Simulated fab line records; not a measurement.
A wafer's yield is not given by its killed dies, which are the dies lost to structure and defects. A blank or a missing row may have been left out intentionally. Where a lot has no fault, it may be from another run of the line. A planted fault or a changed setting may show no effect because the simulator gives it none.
What tool caused it? | flow n5Finfet | 12 lots with 34 wafers sampled at 4 steps, on a route of 1938 steps

## WHAT THE GAUGES READ, wafer by wafer
Not one reading of a measure or inspect step in the record can be checked against a usual standard deviation.

## EACH LOT AND THE TOOL THAT RAN IT (in order: tool; ch and the chambers of the sampled wafers; start)
lot  | N5_BEOL_M11_ETCH_41               | N5_PASSIVATION_ETCH_15                       | N5_PASSIVATION_SPUTTER_20   | N5_PASSIVATION_PROBE_49
L349 | rieDiel-01 ch 0,1, day 11 12:12   | rieDiel-01 ch 0,3, day 13 00:31 or earlier   | pvdSputter-01, day 13 00:31 | -
L350 | rieDiel-01 ch 0,1,2, day 11 15:16 | rieDiel-02 ch 2,3, day 13 05:16 or earlier   | pvdSputter-03, day 13 05:16 | prober-02, day 13 11:29
L353 | rieDiel-01 ch 0,3, day 11 19:53   | rieDiel-03 ch 0,3, day 13 05:05 or earlier   | pvdSputter-02, day 13 05:05 | -
L356 | rieDiel-01 ch 2,3, day 12 20:53   | rieDiel-01 ch 1,2, day 14 17:43 or earlier   | pvdSputter-01, day 14 17:43 | -
L359 | rieDiel-01 ch 0,1,3, day 13 08:14 | rieDiel-03 ch 1,2,3, day 15 04:22 or earlier | pvdSputter-03, day 15 04:22 | -
L363 | rieDiel-01 ch 0,1,3, day 14 20:25 | rieDiel-01 ch 0,2,3, day 16 05:52 or earlier | pvdSputter-03, day 16 05:52 | prober-01, day 16 11:33
L361 | rieDiel-01 ch 0,1,3, day 14 20:52 | rieDiel-03 ch 1,2,3, day 16 05:53 or earlier | pvdSputter-02, day 16 05:53 | prober-02, day 16 11:41
L364 | rieDiel-03 ch 0,1,3, day 14 21:05 | rieDiel-03 ch 1,2,3, day 16 13:32 or earlier | pvdSputter-03, day 16 13:32 | -
L368 | rieDiel-03 ch 0,1,3, day 15 19:30 | rieDiel-03 ch 2,3, day 17 09:58 or earlier   | pvdSputter-01, day 17 09:58 | prober-02, day 17 15:57
L370 | rieDiel-03 ch 1,2,3, day 16 00:47 | rieDiel-03 ch 1,2,3, day 17 16:05 or earlier | pvdSputter-02, day 17 16:05 | prober-02, day 17 22:09
L369 | rieDiel-02 ch 1,2,3, day 16 16:12 | rieDiel-03 ch 0,2, day 18 05:11 or earlier   | pvdSputter-03, day 18 05:11 | -
L371 | rieDiel-02 ch 0,1,3, day 17 00:25 | rieDiel-01 ch 1,3, day 18 17:52 or earlier   | pvdSputter-01, day 18 17:52 | -
- N5_BEOL_M11_ETCH_41: etches SiCN in CH3F/O2, target depth 42.6 nm, time 86 s.
- N5_PASSIVATION_ETCH_15: etches SiCN in CF4/N2, target depth 75 nm, time 81.2 s.
- N5_PASSIVATION_SPUTTER_20: material TaN, target thk 50 nm.
- N5_PASSIVATION_PROBE_49

## WHAT THE TOOLS THEMSELVES READ (means of the sampled wafers that have a number; where no wafer has one, the mark that the record gives instead)
N5_BEOL_M11_ETCH_41. Usual: drypumpMotorCurrentA 5.7 A, standard deviation 0.43; oesProductAu 0.76 a.u., standard deviation 0.079; rfVppV 296.7 V, standard deviation 1.5; showerheadPlenumPTorr 1.96 Torr, standard deviation 0.065; throttleValvePct 16.42 %, standard deviation 0.23.
lot  | tool       | drypumpMotorCurrentA (A) | oesProductAu (a.u.) | rfVppV (V) | showerheadPlenumPTorr (Torr) | throttleValvePct (%) | flag
L349 | rieDiel-01 | 5.8                      | 0.73                | 295.6      | 1.94                         | 16.33                | 
L350 | rieDiel-01 | 5.9                      | 0.73                | 297.2      | 1.98                         | 16.25                | 
L353 | rieDiel-01 | 6.2                      | 0.71                | 296.1      | 1.93                         | 16.52                | 
L356 | rieDiel-01 | 6.0                      | 0.70                | 296.3      | 1.95                         | 16.62                | 
L359 | rieDiel-01 | 5.9                      | 0.71                | 295.5      | 1.92                         | 16.52                | 
L363 | rieDiel-01 | 5.9                      | 0.71                | 295.6      | 1.91                         | 16.54                | 
L361 | rieDiel-01 | 5.9                      | 0.71                | 296.3      | 1.91                         | 16.55                | 
L364 | rieDiel-03 | 5.2                      | 0.77                | 296.7      | 1.97                         | 16.55                | 
L368 | rieDiel-03 | 5.2                      | 0.76                | 295.9      | 1.97                         | 16.57                | 
L370 | rieDiel-03 | 5.4                      | 0.82                | 295.8      | 1.93                         | 16.45                | 
L369 | rieDiel-02 | 5.6                      | 0.73                | 297.6      | 1.97                         | 16.50                | 
L371 | rieDiel-02 | 5.5                      | 0.77                | 297.0      | 1.99                         | 16.36                | 

N5_PASSIVATION_ETCH_15. Usual: drypumpMotorCurrentA 5.6 A, standard deviation 0.41; oesProductAu 0.78 a.u., standard deviation 0.097; rfVppV 381.8 V, standard deviation 2.1; showerheadPlenumPTorr 2.18 Torr, standard deviation 0.077; throttleValvePct 15.55 %, standard deviation 0.21.
lot  | tool       | drypumpMotorCurrentA (A) | oesProductAu (a.u.) | rfVppV (V) | showerheadPlenumPTorr (Torr) | throttleValvePct (%) | flag
L349 | rieDiel-01 | 6.2                      | 0.71                | 381.5      | 2.13                         | 15.63                | 
L350 | rieDiel-02 | 5.5                      | 0.77                | 382.8      | 2.22                         | 15.46                | 
L353 | rieDiel-03 | 5.3                      | 0.71                | 382.1      | 2.19                         | 15.79                | 
L356 | rieDiel-01 | 5.6                      | 0.72                | 381.3      | 2.15                         | 15.53                | 
L359 | rieDiel-03 | 5.4                      | 0.84                | 380.1      | 2.14                         | 15.59                | 
L363 | rieDiel-01 | 6.2                      | 0.80                | 383.7      | 2.25                         | 15.41                | 
L361 | rieDiel-03 | 5.4                      | 0.82                | 380.2      | 2.13                         | 15.61                | 
L364 | rieDiel-03 | 5.4                      | 0.82                | 380.4      | 2.13                         | 15.62                | 
L368 | rieDiel-03 | 5.4                      | 0.75                | 380.2      | 2.11                         | 15.69                | 
L370 | rieDiel-03 | 5.4                      | 0.81                | 381.0      | 2.13                         | 15.63                | 
L369 | rieDiel-03 | 5.6                      | 0.93                | 382.5      | 2.22                         | 15.51                | 
L371 | rieDiel-01 | 5.8                      | 0.86                | 383.2      | 2.25                         | 15.61                | 

N5_PASSIVATION_SPUTTER_20. Usual: throttleValvePct at 29.7 %, with a standard deviation of 1.1.
lot  | tool          | throttleValvePct (%) | flag
L349 | pvdSputter-01 | 29.4                 | 
L350 | pvdSputter-03 | 30.5                 | 
L353 | pvdSputter-02 | 29.3                 | 
L356 | pvdSputter-01 | 30.3                 | 
L359 | pvdSputter-03 | 29.5                 | 
L363 | pvdSputter-03 | 30.2                 | 
L361 | pvdSputter-02 | 29.5                 | 
L364 | pvdSputter-03 | 29.7                 | 
L368 | pvdSputter-01 | 29.1                 | 
L370 | pvdSputter-02 | 29.1                 | 
L369 | pvdSputter-03 | 29.8                 | 
L371 | pvdSputter-01 | 30.5                 | 

N5_PASSIVATION_PROBE_49. Usual: defectLimitedYield 91.3 %, standard deviation 1.4; killed_at_M0_to_M3 33, standard deviation 9.9; killed_at_M4_up 15, standard deviation 5.6; killedAtContacts 13, standard deviation 5.7; killedAtFrontEnd 38, standard deviation 12; killedAtOther 4, standard deviation 3.1; killedDies 103, standard deviation 17; killedOpen 66, standard deviation 13; killedShort 32, standard deviation 7.8; sort_bin_5_function 5.1 %, standard deviation 0.95; sort_bin_6_memory 3.2 %, standard deviation 0.68; sort_bin_8_speed 0.02 %, standard deviation 0.22; sortNPass 1077, standard deviation 17; sortYieldPct 91.3 %, standard deviation 1.5.
lot  | tool      | defectLimitedYield (%) | killed_at_M0_to_M3 | killed_at_M4_up | killedAtContacts | killedAtFrontEnd | killedAtOther | killedDies | killedOpen | killedShort | sort_bin_5_function (%) | sort_bin_6_memory (%) | sort_bin_8_speed (%) | sortNPass | sortYieldPct (%) | flag
L350 | prober-02 | 90.5                   | 52                 | 13              | 11               | 33               | 3             | 112        | 70         | 38          | 6.1                     | 3.1                   | 0.00                 | 1068      | 90.5             | 
L363 | prober-01 | 85.0                   | 30                 | 104             | 7                | 36               | 1             | 177        | 58         | 24          | 9.9                     | 3.7                   | 0.00                 | 1003      | 85.0             | OFF
L361 | prober-02 | 83.0                   | 28                 | 106             | 17               | 49               | 1             | 201        | 71         | 31          | 10.6                    | 4.3                   | 0.00                 | 979       | 83.0             | OFF
L368 | prober-02 | 91.7                   | 25                 | 14              | 13               | 40               | 5             | 98         | 55         | 36          | 4.6                     | 3.3                   | 0.00                 | 1082      | 91.7             | 
L370 | prober-02 | 92.6                   | 34                 | 9               | 9                | 34               | 1             | 87         | 50         | 34          | 4.2                     | 2.7                   | 0.00                 | 1093      | 92.6             | 

## THE ANSWER, worked out from the rows above alone
Rule: a lot is off if the mean of its wafers that have a number lies more than 3 standard deviations from the usual mean. A lot without any number at a reading at which 4 lots or more have one is off too. The other lots that the step has rows for count as sound. First the gauges in route order, then the tools' own readings, where a lot's mean is used as printed above. At the first step where some lot is off, the reading lying furthest off is the one used; lots without a number count as furthest.
Off at N5_PASSIVATION_PROBE_49 (killed_at_M4_up): L363, L361. Neither off nor sound, because the step has no rows for them: L349, L353, L356, L359, L364, L369, L371.
A tool fits if, at that step or a process step before it, it ran every lot that is off, and no sound lot after the first of them. With no start given for some of its lots, N5_PASSIVATION_ETCH_15 uses the hours and lot order of N5_PASSIVATION_SPUTTER_20. One fits: rieDiel-01 at N5_BEOL_M11_ETCH_41. Its last sound lot is L350 (day 11 15:16), its first lot that is off L363 (day 14 20:25): a fault that began between those two fits.

## WHAT THE SIMULATOR PUT IN
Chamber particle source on rieDiel-01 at N5_BEOL_M11_ETCH_41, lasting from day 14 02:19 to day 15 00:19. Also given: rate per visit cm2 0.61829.
Lots struck among those shown: L363, L361. The rule above found the same.
